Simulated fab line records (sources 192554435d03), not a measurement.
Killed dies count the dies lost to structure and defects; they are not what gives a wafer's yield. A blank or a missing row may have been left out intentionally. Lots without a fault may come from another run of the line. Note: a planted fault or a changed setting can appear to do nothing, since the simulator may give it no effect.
Lot-split experiment ; flow n5-finfet ; on a route of 1938 steps: 7 lots, 21 wafers read

## ON THE SPLIT
At N5_SD_EPI_N_EPI_21 (deposits Si:P, time 690 s), the setting time-s was moved away from the recipe's 690 s on 11 of the 21 wafers read, by -13.7% to +13.4%. For the rest of the wafers, this setting stayed at what the recipe calls for.

## FROM THE SPLIT TO THE READING: what the file shows between them, 10 steps
- N5_SD_EPI_N_EPI_MEAS_23
- N5_SD_EPI_P_COAT_34: time 60 s, resist thk 350 nm (also split here: spin-rpm)
- N5_SD_EPI_P_COAT_35: time 60 s, resist thk 35 nm
- N5_SD_EPI_P_COAT_03: resist thk 150 nm
- N5_SD_EPI_P_EPI_21: deposits SiGe:B, time 355 s
- N5_SD_EPI_P_HM_STRIP_48: strips SiNx in H3PO4, material SiNx, target depth 3 nm
- N5_SD_EPI_P_SRD_49: time 30 s
- N5_SD_EPI_P_PRECLEAN_24: cleans in O3/DIW, time 45 s
- N5_SD_ACTIVATION_RTA_00: time 0 s
- N5_SD_ACTIVATION_LSA_01: time 0.0008 s

## THE READING
RS_SD_N (ohm/sq), read at N5_SD_ACTIVATION_RS_MEAS_03 with a four-point probe. On this fab line, fault-free wafers typically give 21.90 ohm/sq with a standard deviation of 0.28 ohm/sq.

wafer;tool, chamber at the split;time-s as run, s;against the recipe;RS_SD_N, ohm/sq;against lot-mates on the recipe
L074.1;epi-rpcvd-04, 0;690;recipe;21.68;-
L074.3;epi-rpcvd-04, 0;752.9;+9.1%;20.53;-1.15
L074.5;epi-rpcvd-04, 0;752.9;+9.1%;20.06;-1.62
L075.3;epi-rpcvd-01, 0;690;recipe;21.34;-
L075.4;epi-rpcvd-01, 0;690;recipe;21.42;-
L075.5;epi-rpcvd-01, 0;690;recipe;21.46;-
L079.2;epi-rpcvd-01, 0;782.4;+13.4%;20.17;-1.69
L079.4;epi-rpcvd-01, 0;690;recipe;21.86;-
L079.6;epi-rpcvd-01, 0;782.4;+13.4%;20.39;-1.47
L082.2;epi-rpcvd-04, 0;757.3;+9.8%;20.09;-1.73
L082.5;epi-rpcvd-04, 0;690;recipe;21.82;-
L082.6;epi-rpcvd-04, 0;757.3;+9.8%;20.57;-1.25
L086.2;epi-rpcvd-02, 0;741.7;+7.5%;20.37;no lot-mate on the recipe
L086.4;epi-rpcvd-02, 0;741.7;+7.5%;20.22;no lot-mate on the recipe
L086.6;epi-rpcvd-02, 0;741.7;+7.5%;20.27;no lot-mate on the recipe
L091.1;epi-rpcvd-01, 0;690;recipe;21.98;-
L091.3;epi-rpcvd-01, 0;690;recipe;21.92;-
L091.4;epi-rpcvd-01, 0;690;recipe;22.22;-
L092.2;epi-rpcvd-04, 0;595.6;-13.7%;24.47;+2.23
L092.3;epi-rpcvd-04, 0;595.6;-13.7%;24.26;+2.02
L092.6;epi-rpcvd-04, 0;690;recipe;22.24;-

THE FIT
A straight line over all 21 wafers: RS_SD_N changes by -0.163 ohm/sq for each +1% of time-s; r = -0.96; the points scatter about the line by 0.36 ohm/sq.
The same after taking each lot's own level away (the mean of its wafers on the recipe; 18 wafers): -0.143 ohm/sq for each +1%; r = -0.99; scatter 0.2 ohm/sq.
Per that fit: largest time-s move, reading shift of 2 ohm/sq.
The span of the lots' own levels, 21.407 to 22.240 ohm/sq, comes to 3.0 times the standard deviation stated above.
Hence the slope depends on the lot-to-lot level, as the two fits are not the same.
Check: for one of the wafers moved furthest among these (-13.7%), held out of the fit, the line's prediction against its lot-mates is +1.9 ohm/sq. Against them it came out at +2.23 ohm/sq.

## FURTHER SPLITS ON THESE WAFERS
Note: prior to the reading, these wafers also went through further splits. Each is held against what the fit with the lots' levels taken away leaves over:
other split on the same wafers;wafers away from the commonest value;r with RS_SD_N (lot level and that fit taken away)
N5_WELL_APT_COAT_19 spin-rpm;6;+0.20
N5_WELL_APT_PEB_23 peb-temp-c;8;+0.16
N5_FIN_SAQP_ETCH_65 time-s;10;+0.37
N5_FIN_CUT_CUT_ETCH_15 time-s;10;-0.14
N5_DUMMY_GATE_COAT_28 spin-rpm;5;+0.23
N5_DUMMY_GATE_DESCUM_20 time-s;6;-0.37
N5_SD_EPI_P_COAT_34 spin-rpm;3;-0.54

## THE WHOLE CHAIN: every reading that the file lists as answering this split, in the file's order
step;what it does;reading;change (the file's fit);r (the file's)
N5_SD_EPI_N_EPI_21;deposits Si:P, time 690 s;Si-P_of_SD_EPI_N_EPI_21.thk-nm (the simulator's own value, which no gauge read);+0.403 nm for each +1% of the setting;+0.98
N5_SD_EPI_N_EPI_MEAS_23;;thk-nm;withheld for each +1% of the setting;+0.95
N5_SD_EPI_P_HM_STRIP_48;strips SiNx in H3PO4, material SiNx, target depth 3 nm;Si-P_of_SD_EPI_N_EPI_21.thk-nm (the simulator's own value, which no gauge read);+0.411 nm for each +1% of the setting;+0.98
N5_SD_ACTIVATION_RS_MEAS_03;measures by four-point-probe;RS_SD_N;-0.142 for each +1% of the setting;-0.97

## THE FILE'S OWN FIT
RS_SD_N changes by -0.142 ohm/sq for each +1% of time-s, r = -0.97.
